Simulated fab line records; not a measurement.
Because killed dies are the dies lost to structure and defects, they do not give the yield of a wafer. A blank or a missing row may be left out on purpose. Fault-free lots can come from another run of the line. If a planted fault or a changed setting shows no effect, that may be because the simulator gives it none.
A struck lot beside a sound one | flow n5_finfet | 39 steps out of a route of 1938
Sound: these wafers, L654.1, L654.3, L654.6. Struck: wafers L663.1, L663.5 (left out: L663.6, a lot-mate that was not struck); the cause follows at the end.
Order at every step that has rows: each side's tool, ch and its chambers, its first start. Under that, the readings that differ: sound wafers | struck wafers | difference of the means | sigmas: that difference in standard deviations of wafers without a fault.
alike: a reading whose means differ by less than 2 such deviations, as well as words and numbers matching on both sides. not compared: withheld readings; readings where some wafer has no value; bounds like >300 that might hide an equal value; numbers whose values overlap and for which the record gives no deviation.
Wherever a step has rows on one side only, a row that says differs or no value, or a row with sigmas, the two part there. Numbers that have no deviation but don't overlap get no sigmas and don't part them. A reading missing from all wafers of one side parts the sides only when that side holds two or more wafers.

first, 10 steps without rows for these wafers: N5_BEOL_M1_STRIP_36 (strips in N2/H2); N5_BEOL_M1_TRENCH_ETCH_37 (etches SiOC in C4F6/O2, target depth 55.207 nm, time 29 s); N5_BEOL_M1_ETCH_41 (etches SiCN in CH3F/O2, target depth 31.9 nm, time 57.8 s); N5_BEOL_M1_STRIP_97 (strips in N2/H2, time 10 s); N5_BEOL_M1_HM_STRIP_39 (strips TiN in peroxide tin strip, target depth 25 nm, time 158 s); N5_BEOL_M1_SRD_40 (time 30 s); N5_BEOL_M1_PRECLEAN_42 (cleans in residue remover, time 60 s); N5_BEOL_M1_SRD_43 (time 30 s); N5_BEOL_M1_DEGAS_44 (time 60 s); N5_BEOL_M1_PRE_CLEAN_45 (time 30 s).
N5_BEOL_M1_ALD_84: deposits TaN, pulse time 2 s, purge time 3 s, co reactant purge time 2 s.
  sound on ald_metal-04 ch 0,2,3, day 7 20:30; struck on ald_metal-04 ch 3, day 10 09:28
  reading            | sound       | struck  | difference | sigmas
  ald_cycles         | 30 30 30    | 22 22   | -8         |
  heater_power_w (W) | 364 384 542 | 547 537 | +112       | +2
  not compared: model.TaN_of_BEOL_M1_ALD_84.thk_nm
then, 26 steps without rows for these wafers: N5_BEOL_M1_SURFACE_TREAT_85; N5_BEOL_M1_CVD_47 (deposits Co from CCTBA/H2, target thk 3 nm, time 223.8 s); N5_BEOL_M1_SPUTTER_48 (material Cu, target thk 4.5 nm, time 8.29 s); N5_BEOL_M1_ANNEAL_49 (time 240 s); N5_BEOL_M1_SPUTTER_79 (material Cu, target thk 4.5 nm, time 8.29 s); N5_BEOL_M1_ANNEAL_80 (time 240 s); N5_BEOL_M1_SPUTTER_81 (material Cu, target thk 4.5 nm, time 8.29 s); N5_BEOL_M1_ANNEAL_82 (time 240 s); N5_BEOL_M1_SPUTTER_86 (material Cu, target thk 4.5 nm, time 8.29 s); N5_BEOL_M1_ANNEAL_87 (time 240 s); N5_BEOL_M1_SPUTTER_88 (material Cu, target thk 4.5 nm, time 8.29 s); N5_BEOL_M1_ANNEAL_89 (time 240 s); N5_BEOL_M1_SPUTTER_90 (material Cu, target thk 4.5 nm, time 8.29 s); N5_BEOL_M1_ANNEAL_91 (time 240 s); N5_BEOL_M1_SPUTTER_92 (material Cu, target thk 4.5 nm, time 8.29 s); N5_BEOL_M1_ANNEAL_93 (time 240 s); N5_BEOL_M1_SPUTTER_94 (material Cu, target thk 4.5 nm, time 8.29 s); N5_BEOL_M1_ANNEAL_95 (time 240 s); N5_BEOL_M1_SPUTTER_96 (material Cu, target thk 4.5 nm, time 8.29 s); N5_BEOL_M1_ECD_50 (material Cu, target thk 300 nm); N5_BEOL_M1_ANNEAL_51 (time 90 s); N5_BEOL_M1_CMP_52 (polishes, stops on SiOC, t overpolish 6.8 s, target thk 40 nm); N5_BEOL_M1_PRE_CLEAN_60 (time 15 s); N5_BEOL_M1_CO_CAP_55 (material Co, precursor CCTBA/H2, target thk 2 nm, time 102.1 s); N5_BEOL_M1_PRE_CLEAN_56 (time 15 s); N5_BEOL_M1_DEP_57 (deposits SiCN from 3MS/NH3, target thk 8 nm, time 14 s).
N5_BEOL_M4_RC_MEAS_101:
  sound on prober-02 ch 0, day 9 06:01; struck on prober-02 ch 0, day 11 18:33
  reading                      | sound                    | struck            | difference | sigmas
  CHAIN_V0 (ohm/link)          | 230 233 224              | 182 194           | -41        | -5
  CHAIN_V0_max_site (ohm/link) | 233 247 228              | 191 199           | -41        | -4
  COMB_M1 (S/m)                | 7e-11 5.8e-11 6.3e-11    | 1.03e-10 1.46e-10 | +6.08e-11  | +5
  COMB_M1_max_site (S/m)       | 1.11e-10 8.9e-11 8.8e-11 | 1.82e-10 1.98e-10 | +9.40e-11  | +5
  IOFF_P (nA/um)               | 0.25 0.25 0.25           | 0.17 0.18         | -0.08      | -2
  ION_P (uA/um)                | 467 460 471              | 441 458           | -16        | -2
  VT_P (mV)                    | -247 -246 -248           | -257 -254         | -8         | -3
  alike: DIBL_N, DIBL_P, IOFF_N, ION_N, SS_N, SS_P, VT_N
-- record jumps: 5 days separate the struck wafers' starts on either side; left off in module BEOL_M4, taken up again in module PASSIVATION, whose first shown step is the route's number 1936 --
N5_PASSIVATION_PROBE_49:
  the record has rows for the struck wafers here (prober-02, day 16 10:05) and none for the sound ones

## WHERE THEY PART
First at N5_BEOL_M1_ALD_84; last, within this record, at N5_PASSIVATION_PROBE_49.

WHY: the cause the simulator had injected
ald_metal-04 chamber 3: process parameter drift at N5_BEOL_M1_ALD_84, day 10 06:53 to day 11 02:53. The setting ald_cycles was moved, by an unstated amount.
